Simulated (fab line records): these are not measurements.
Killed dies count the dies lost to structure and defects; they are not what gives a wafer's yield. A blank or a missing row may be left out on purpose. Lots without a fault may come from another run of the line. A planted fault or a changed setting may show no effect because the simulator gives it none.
Matching of chambers ; flow nand-harc ; NHARC_A_CHANNEL_FILL_D2_ALD_14 on ald-hk-03 has 4 sister chambers
The step deposits SiO2, target thk 2.5 nm, pulse time 10 s, ald cycles 25. 8 wafers are shown with their chamber, then 9 later ones without.

== WAFERS WITH THEIR CHAMBER ==
wafer;chamber;heater-power-w (W);precursor-pulse-height-rel
L075.4;3;584;0.988
L077.2;3;574;0.983
L077.4;1;563;0.990
L079.4;1;566;0.998
L090.4;2;493;0.977
L092.2;2;509;1.029
L092.4;0;548;0.997
L092.6;0;540;0.986

== WAFERS WHOSE CHAMBER IS MISSING ==
wafer;heater-power-w (W);precursor-pulse-height-rel
L093.1;503;1.007
L093.2;500;1.025
L093.5;509;1.008
L095.1;483;1.041
L095.2;536;1.001
L095.6;516;0.990
L097.1;503;0.997
L097.3;557;1.007
L097.5;569;0.978

== THE CHAMBER EACH PASSED THROUGH ==
wafer;from the rows above;in truth
L093.1;2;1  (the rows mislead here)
L093.2;2;2
L093.5;2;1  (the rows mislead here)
L095.1;2;2
L095.2;0;0
L095.6;can't be placed: 2 or 0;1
L097.1;2;2
L097.3;can't be placed: 1 or 0 or 3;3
L097.5;can't be placed: 1 or 3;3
4 of 9 placed correctly. Cannot be placed on the basis of these rows: 3; the candidates contain the true chamber in 2. Wrongly placed: 2.
How it was worked out, from the rows above alone: a wafer's distance from a chamber is the root of the sum, over the readings, of the square of ((its reading less the chamber's mean) divided by the reading's scatter). The wafer belongs to the nearest chamber; if the next one is less than 2 further off, it can't be placed. Each chamber's mean is taken over the wafers shown for it. The scatter is the square root of a quotient: the sum, over the shown wafers, of each reading's squared deviation from its chamber's mean, divided by wafers minus chambers.
